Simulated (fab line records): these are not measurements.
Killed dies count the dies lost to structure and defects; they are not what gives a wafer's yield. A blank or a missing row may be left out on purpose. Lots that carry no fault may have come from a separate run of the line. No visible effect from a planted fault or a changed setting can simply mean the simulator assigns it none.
A lot that was struck, set against a sound lot || flow n5Finfet || 26 steps out of a route of 1938
Sound: the wafers L246.3, L246.4, L246.5. Struck: wafers L259.2, L259.5, L259.6. The cause is given at the end.
Each step with rows lists, per side, the tool, then ch with its chambers, then its first start. Under that, the readings that differ: sound wafers || struck wafers || difference of the means || sigmas: that difference in standard deviations of wafers without a fault.
alike: words and numbers the same on both sides, and readings whose means are apart by under 2 such deviations; not compared: readings that were withheld, readings missing a value for some wafer, numbers with overlapping values and no deviation given by the record, and bounds like >300 which may hide the same value.
Wherever a step has rows on one side only, a row that says differs or no value, or a row with sigmas, the two part there. Numbers that have no deviation but don't overlap get no sigmas and don't part them. A reading that every wafer of one side lacks parts them only if that side has two wafers or more.

first, 10 steps without rows for these wafers: N5_BEOL_M4_DESCUM_16 (chemistry O2, time 7 s); N5_BEOL_M4_ETCH_74 (etches underlayer in N2/H2, target depth 6.5 nm, time 5.2 s); N5_BEOL_M4_ETCH_63 (etches SiARC in CF4, target depth 15.6 nm, time 26 s); N5_BEOL_M4_ETCH_64 (etches SOC in N2/H2, target depth 75 nm, overetch 22.5 nm, time 121.9 s); N5_BEOL_M4_STRIP_65 (strips in N2/H2); N5_BEOL_M4_STRIP_75 (strips in N2/H2); N5_BEOL_M4_STRIP_66 (strips in CF4); N5_BEOL_M4_HM_OPEN_17 (chemistry Cl2/BCl3, target TiN, target depth 20 nm, overetch 6 nm); N5_BEOL_M4_STRIP_19 (strips in O2); N5_BEOL_M4_COAT_67 (time 60 s, resist thk 60 nm).
N5_BEOL_M4_COAT_68: time 60 s, resist thk 12 nm.
  sound on lithoTrack-01 ch 0, day 8 09:13; struck on lithoTrack-01 ch 0, day 11 11:43
{"reading": "spinSpeedRpm (rpm)", "sound": "1502.0 1502.3 1500.7", "struck": "1656.0 1656.8 1654.6", "difference": "+154.1", "sigmas": "+99 or more"}
{"reading": "model.SiARC_of_BEOL_M4_COAT_68.thkNm (nm)", "sound": "12 12 12", "struck": "11.4 11.4 11.4", "difference": -0.6, "sigmas": ""}
then, 9 steps without rows for these wafers: N5_BEOL_M4_COAT_76 (time 60 s, resist thk 5 nm); N5_BEOL_M4_COAT_22 (resist thk 30 nm); N5_BEOL_M4_EBR_24; N5_BEOL_M4_SOFTBAKE_23 (time 60 s); N5_BEOL_M4_EXPOSE_25 (exposes mask V3, defocus 5 nm); N5_BEOL_M4_PEB_26 (peb time 60 s); N5_BEOL_M4_DEVELOP_27 (develop time 30 s); N5_BEOL_M4_DESCUM_33 (chemistry O2, time 7 s); N5_BEOL_M4_ETCH_77 (etches underlayer in N2/H2, target depth 6.5 nm, time 5.2 s).
N5_BEOL_M4_ETCH_69: etches SiARC in CF4, target depth 15.6 nm, time 26 s.
  sound on rieDiel-05 ch 0,2,3, day 8 09:40; struck on rieDiel-05 ch 0,2,3, day 11 12:29
{"reading": "etchRfOnTimeS (s)", "sound": "26.4 26.3 26.7", "struck": "24.1 24.2 24.9", "difference": -2.1, "sigmas": -4}
{"reading": "model.etch.depthNm (nm)", "sound": "11.98 12.02 11.98", "struck": "11.42 11.39 11.42", "difference": -0.58, "sigmas": ""}
{"reading": "model.CAR-EUV_of_BEOL_M4_COAT_22.thkNm (nm)", "sound": "11.2 11 11", "struck": "11.4 11.4 11.6", "difference": "+0.4", "sigmas": ""}
  alike: drypumpMotorCurrentA, oesProductAu, rfVppV, showerheadPlenumPTorr, throttleValvePct
  not compared: rfHoursCounterH
then, 1 step without rows for these wafers: N5_BEOL_M4_ALD_98 (deposits SiO2, target thk 2.5 nm, pulse time 1 s, co reactant pulse time 1 s).
N5_BEOL_M4_ETCHBACK_99: etches SiO2 in CHF3, target depth 5 nm, time 10.4 s.
  sound on rieDiel-05 ch 0,1,2, day 8 13:05; struck on rieDiel-05 ch 0,1,2, day 11 13:03
{"reading": "model.CAR-EUV_of_BEOL_M4_COAT_22.thkNm (nm)", "sound": "10.4 10.4 10.4", "struck": "10.8 10.8 10.8", "difference": "+0.4", "sigmas": ""}
  alike: drypumpMotorCurrentA, oesProductAu, rfVppV, showerheadPlenumPTorr, throttleValvePct
  not compared: rfHoursCounterH
N5_BEOL_M4_ETCH_70: etches SOC in N2/H2, target depth 80 nm, overetch 24 nm, time 130 s.
  sound on rieDiel-05 ch 0,1,2, day 8 13:07; struck on rieDiel-05 ch 0,1,2, day 11 13:05
{"reading": "model.SiARC_of_BEOL_M4_COAT_68.thkNm (nm)", "sound": "6 6 6", "struck": "5.2 5.4 5.4", "difference": -0.7, "sigmas": ""}
  alike: drypumpMotorCurrentA, oesProductAu, rfVppV, showerheadPlenumPTorr, tempC, throttleValvePct
  not compared: rfHoursCounterH
then, 1 step without rows for these wafers: N5_BEOL_M4_STRIP_71 (strips in N2/H2).
N5_BEOL_M4_RC_MEAS_101:
  sound on prober-02 ch 0, day 8 19:37; struck on prober-02 ch 0, day 11 17:14
  alike: DIBL_N, DIBL_P, IOFF_N, IOFF_P, ION_N, ION_P, SS_N, SS_P, VT_N, VT_P

WHERE THEY PART
Earliest at N5_BEOL_M4_COAT_68; latest, in this record, at N5_BEOL_M4_ETCH_69. Later steps at which nothing parts them and some readings are alike: N5_BEOL_M4_ETCHBACK_99, N5_BEOL_M4_ETCH_70, N5_BEOL_M4_RC_MEAS_101.

WHY: the cause the simulator had injected
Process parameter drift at N5_BEOL_M4_COAT_68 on lithoTrack-01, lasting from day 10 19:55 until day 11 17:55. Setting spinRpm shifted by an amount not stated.
